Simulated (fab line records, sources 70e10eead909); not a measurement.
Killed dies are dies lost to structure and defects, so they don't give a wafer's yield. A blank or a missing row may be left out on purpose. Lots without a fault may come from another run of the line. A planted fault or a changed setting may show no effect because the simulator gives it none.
Which tool did it? | flow nand_harc | 10 lots, 30 wafers sampled, at 5 steps of a route of 1159

WHAT THE GAUGES READ, wafer by wafer
NHARC_END_SORT_01.
lot  | measured     | on        | killed_at_array | killed_at_other | killed_at_periphery | killed_dies | killed_open | killed_short
L766 | day 19 12:35 | prober-02 | 28 27 25        | 2 1 0           | 5 4 6               | 35 32 31    | 5 1 1       | 2 2 2
L765 | day 19 12:31 | prober-01 | 26 23 25        | 0 2 3           | 6 4 3               | 32 29 31    | 7 11 7      | 4 2 2
L767 | day 19 23:23 | prober-02 | 25 27 23        | 2 2 0           | 1 2 3               | 28 31 26    | 2 3 6       | 0 0 2
L774 | day 21 21:46 | prober-01 | 96 90 100       | 1 0 0           | 3 2 3               | 100 92 103  | 3 2 2       | 3 1 3
L775 | day 21 11:17 | prober-01 | 97 89 88        | 1 2 0           | 2 6 1               | 100 97 89   | 1 6 1       | 2 2 2
L778 | day 22 11:40 | prober-01 | 35 43 40        | 0 0 0           | 1 1 0               | 36 44 40    | 3 2 2       | 1 2 1
L782 | day 23 14:46 | prober-01 | 28 35 35        | 0 0 1           | 3 1 5               | 31 36 41    | 4 2 5       | 1 1 0
L783 | day 23 22:32 | prober-02 | 31 29 28        | 0 0 0           | 16 6 5              | 47 35 33    | 5 4 6       | 1 2 0
L786 | day 24 23:45 | prober-02 | 35 24 34        | 1 0 0           | 2 2 1               | 38 26 35    | 2 3 3       | 1 0 1
L788 | day 26 01:17 | prober-02 | 42 36 35        | 1 2 1           | 3 9 2               | 46 47 38    | 3 6 5       | 3 2 1

WHICH TOOL RAN EACH LOT (tool, then ch and the chambers of the sampled wafers, then the start)
lot  | NHARC_A_STAIRCASE_TRIM_196         | NHARC_THIN_TSV_PRE_CLEAN_50             | NHARC_THIN_TSV_DESCUM_35           | NHARC_THIN_TSV_STRIP_56
L766 | rie_diel-07 ch 0,1,2, day 10 21:19 | pvd_sputter-03, day 19 00:56 or earlier | rie_diel-04 ch 1,3, day 19 00:56   | plasma_asher-01 ch 0,1, day 19 01:32
L765 | rie_diel-02 ch 1,3, day 10 23:00   | pvd_sputter-01, day 19 06:14 or earlier | rie_diel-04 ch 0,3, day 19 06:14   | plasma_asher-01 ch 0,1, day 19 06:46
L767 | rie_diel-06 ch 1,3, day 11 17:56   | pvd_sputter-02, day 19 11:51 or earlier | rie_diel-12 ch 0,1, day 19 11:51   | plasma_asher-01 ch 0,1, day 19 12:20
L774 | rie_diel-06 ch 0,1,2, day 13 11:38 | pvd_sputter-02, day 21 12:25 or earlier | rie_diel-13 ch 0,1,2, day 21 12:25 | plasma_asher-02 ch 0,1, day 21 12:53
L775 | rie_diel-06 ch 2,3, day 13 13:09   | pvd_sputter-01, day 21 02:46 or earlier | rie_diel-04 ch 0,1,3, day 21 02:46 | plasma_asher-02 ch 0,1, day 21 03:15
L778 | rie_diel-07 ch 1,2,3, day 14 15:07 | pvd_sputter-03, day 22 01:01 or earlier | rie_diel-13 ch 0,1, day 22 01:01   | plasma_asher-01 ch 0,1, day 22 01:35
L782 | rie_diel-02 ch 1,2,3, day 15 09:15 | pvd_sputter-01, day 23 06:01 or earlier | rie_diel-12 ch 1,2,3, day 23 06:01 | plasma_asher-02 ch 0,1, day 23 06:31
L783 | rie_diel-02 ch 2,3, day 15 16:13   | pvd_sputter-02, day 23 08:45 or earlier | rie_diel-13 ch 0,1,2, day 23 08:45 | plasma_asher-01 ch 0,1, day 23 09:14
L786 | rie_diel-02 ch 0,2,3, day 16 16:39 | pvd_sputter-02, day 24 14:42 or earlier | rie_diel-04 ch 0,2,3, day 24 14:42 | plasma_asher-01 ch 0,1, day 24 15:11
L788 | rie_diel-02 ch 2,3, day 17 08:49   | pvd_sputter-03, day 25 16:12 or earlier | rie_diel-13 ch 2,3, day 25 16:12   | plasma_asher-02 ch 0,1, day 25 16:43
- NHARC_A_STAIRCASE_TRIM_196: chemistry O2, time 211.2 s.
- NHARC_THIN_TSV_PRE_CLEAN_50: time 30 s.
- NHARC_THIN_TSV_DESCUM_35: chemistry O2, time 3 s.
- NHARC_THIN_TSV_STRIP_56: strips in O2.

WHAT THE TOOLS THEMSELVES READ (means of the sampled wafers that have a number; where no wafer has one, the mark that the record gives instead)
NHARC_A_STAIRCASE_TRIM_196.
lot  | tool        | drypump_motor_current_A (A) | oes_product_au (a.u.) | rf_vpp_V (V) | showerhead_plenum_p_Torr (Torr) | throttle_valve_pct (%)
L766 | rie_diel-07 | 5.9                         | 0.999                 | 56.8         | 3.65                            | 17.039
L765 | rie_diel-02 | 6.4                         | 0.990                 | 57.6         | 3.55                            | 17.044
L767 | rie_diel-06 | 6.1                         | 1.006                 | 57.0         | 3.54                            | 17.034
L774 | rie_diel-06 | 6.3                         | 1.006                 | 57.2         | 3.49                            | 17.028
L775 | rie_diel-06 | 6.0                         | 0.998                 | 58.5         | 3.60                            | 17.039
L778 | rie_diel-07 | 5.6                         | 0.994                 | 58.2         | 3.64                            | 17.027
L782 | rie_diel-02 | 6.3                         | 1.011                 | 58.8         | 3.69                            | 17.040
L783 | rie_diel-02 | 6.1                         | 0.995                 | 58.4         | 3.66                            | 17.037
L786 | rie_diel-02 | 6.0                         | 0.982                 | 58.8         | 3.73                            | 17.039
L788 | rie_diel-02 | 6.0                         | 0.995                 | 58.3         | 3.72                            | 17.037

NHARC_THIN_TSV_PRE_CLEAN_50.
lot  | tool           | heater_power_w (W)
L766 | pvd_sputter-03 | 428
L765 | pvd_sputter-01 | 419
L767 | pvd_sputter-02 | 387
L774 | pvd_sputter-02 | 405
L775 | pvd_sputter-01 | 402
L778 | pvd_sputter-03 | 422
L782 | pvd_sputter-01 | 407
L783 | pvd_sputter-02 | 393
L786 | pvd_sputter-02 | 411
L788 | pvd_sputter-03 | 416

NHARC_THIN_TSV_DESCUM_35.
lot  | tool        | drypump_motor_current_A (A) | oes_product_au (a.u.) | rf_vpp_V (V) | showerhead_plenum_p_Torr (Torr) | throttle_valve_pct (%)
L766 | rie_diel-04 | 5.7                         | 0.999                 | 58.0         | 1.97                            | 11.309
L765 | rie_diel-04 | 5.7                         | 1.002                 | 57.6         | 1.92                            | 11.315
L767 | rie_diel-12 | 5.7                         | 0.999                 | 57.8         | 1.84                            | 11.316
L774 | rie_diel-13 | 5.7                         | 1.013                 | 57.3         | 1.88                            | 11.314
L775 | rie_diel-04 | 5.7                         | 0.991                 | 57.2         | 1.94                            | 11.311
L778 | rie_diel-13 | 5.6                         | 1.012                 | 57.6         | 1.80                            | 11.317
L782 | rie_diel-12 | 5.4                         | 0.996                 | 58.2         | 1.93                            | 11.302
L783 | rie_diel-13 | 5.7                         | 1.008                 | 57.7         | 1.88                            | 11.313
L786 | rie_diel-04 | 5.5                         | 1.005                 | 57.7         | 1.91                            | 11.316
L788 | rie_diel-13 | 5.9                         | 1.008                 | 57.6         | 2.04                            | 11.306

NHARC_THIN_TSV_STRIP_56.
lot  | tool            | drypump_motor_current_A (A) | heater_power_w (W) | rf_refl_power_W (W)
L766 | plasma_asher-01 | 5.8                         | 302                | 18
L765 | plasma_asher-01 | 5.6                         | 310                | 21
L767 | plasma_asher-01 | 5.6                         | 306                | 20
L774 | plasma_asher-02 | 6.0                         | 292                | -
L775 | plasma_asher-02 | 6.2                         | 304                | 12
L778 | plasma_asher-01 | 5.9                         | 292                | 18
L782 | plasma_asher-02 | 6.0                         | 295                | 12
L783 | plasma_asher-01 | 5.6                         | 300                | 20
L786 | plasma_asher-01 | 5.6                         | 296                | -
L788 | plasma_asher-02 | 6.0                         | 302                | 11

THE ANSWER, worked out from the rows above alone
Rule: what is usual is taken from the lots themselves. Put in order of their means at a reading, lots are off if they are a third of the lots or fewer, leave a main group of 4 or more, and stand apart from it by a gap of 3 or more times the standard deviation of the main group's means; of several such gaps the widest counts. A main group whose means are all the same, to the digits that the tables above print for the reading, isn't used. A lot without any number at a reading at which 4 lots or more have one is off too. The other lots that the step has rows for count as sound. The gauges are gone through in route order, then the tools' own readings, and for those a lot's mean is taken as printed above. The first step at which some lot is off is used, and at that step the reading that is off furthest; a lot without a number counts as furthest.
Off: L774, L775, at NHARC_END_SORT_01 (killed_dies). The main group: mean 35, standard deviation 4.8.
A tool fits if, at a process step before that reading, it ran every lot that is off, and no sound lot after the first of them. The gauges at NHARC_END_SORT_01 are tried like those tools. NHARC_THIN_TSV_PRE_CLEAN_50 gives no start for some lots, so the hours and the order of its lots are those of NHARC_THIN_TSV_DESCUM_35. One fits: rie_diel-06 at NHARC_A_STAIRCASE_TRIM_196. Its last sound lot is L767 (day 11 17:56), its first lot that is off L774 (day 13 11:38): a fault that began between those two fits.

WHAT THE SIMULATOR HAD PUT IN
Chamber particle source: rie_diel-06, from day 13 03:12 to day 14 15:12, at NHARC_A_STAIRCASE_TRIM_196. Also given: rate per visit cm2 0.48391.
Lots struck among those shown: L775, L774. The rule above found the same.
